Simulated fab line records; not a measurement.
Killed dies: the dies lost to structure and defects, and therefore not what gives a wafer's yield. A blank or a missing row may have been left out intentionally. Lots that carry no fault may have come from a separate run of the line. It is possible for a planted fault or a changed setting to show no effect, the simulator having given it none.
Chamber matching ; flow n5-finfet ; N5_HKMG_FIN_ALD_74 on ald-hk-02: 4 sister chambers
The step deposits La2O3, target thk 0.5 nm, pulse time 6 s, co reactant pulse time 1 s. 8 wafers are shown with their chamber, then 10 later ones without.

== EACH WAFER AND ITS CHAMBER ==
wafer;chamber;heater-power-w (W);precursor-pulse-height-rel
L081.6;2;377;0.988
L084.1;2;372;1.020
L084.3;0;299;1.018
L085.2;1;330;1.012
L085.5;0;306;1.005
L085.6;3;320;0.980
L086.3;1;321;1.000
L086.4;3;325;0.996

== WAFERS WITH NO CHAMBER GIVEN ==
wafer;heater-power-w (W);precursor-pulse-height-rel
L086.5;307;1.003
L089.1;383;1.006
L089.2;321;1.020
L089.4;319;0.988
L094.1;302;0.995
L094.2;369;0.995
L094.3;337;0.988
L096.1;315;0.961
L096.3;377;1.008
L096.4;299;0.978

== WHICH CHAMBER EACH WENT THROUGH ==
wafer;from the rows above;in truth
L086.5;0;0
L089.1;2;2
L089.2;can't be placed: 1 or 3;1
L089.4;can't be placed: 3 or 1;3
L094.1;0;0
L094.2;2;2
L094.3;can't be placed: 1 or 3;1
L096.1;can't be placed: 3 or 1 or 0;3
L096.3;2;2
L096.4;0;0
Correct placement for 6 of the 10. These rows do not allow placing 4 (true chamber among the candidates in 4). Wrongly placed: 0.
How it was worked out, from the rows above alone: a wafer's distance from a chamber is the root of the sum, over the readings, of the square of ((its reading less the chamber's mean) divided by the reading's scatter). The wafer belongs to the nearest chamber; if the next one is less than 2 further off, it can't be placed. A chamber's mean is the mean of its shown wafers. The scatter is the square root of a quotient: the sum, over the shown wafers, of each reading's squared deviation from its chamber's mean, divided by wafers minus chambers.
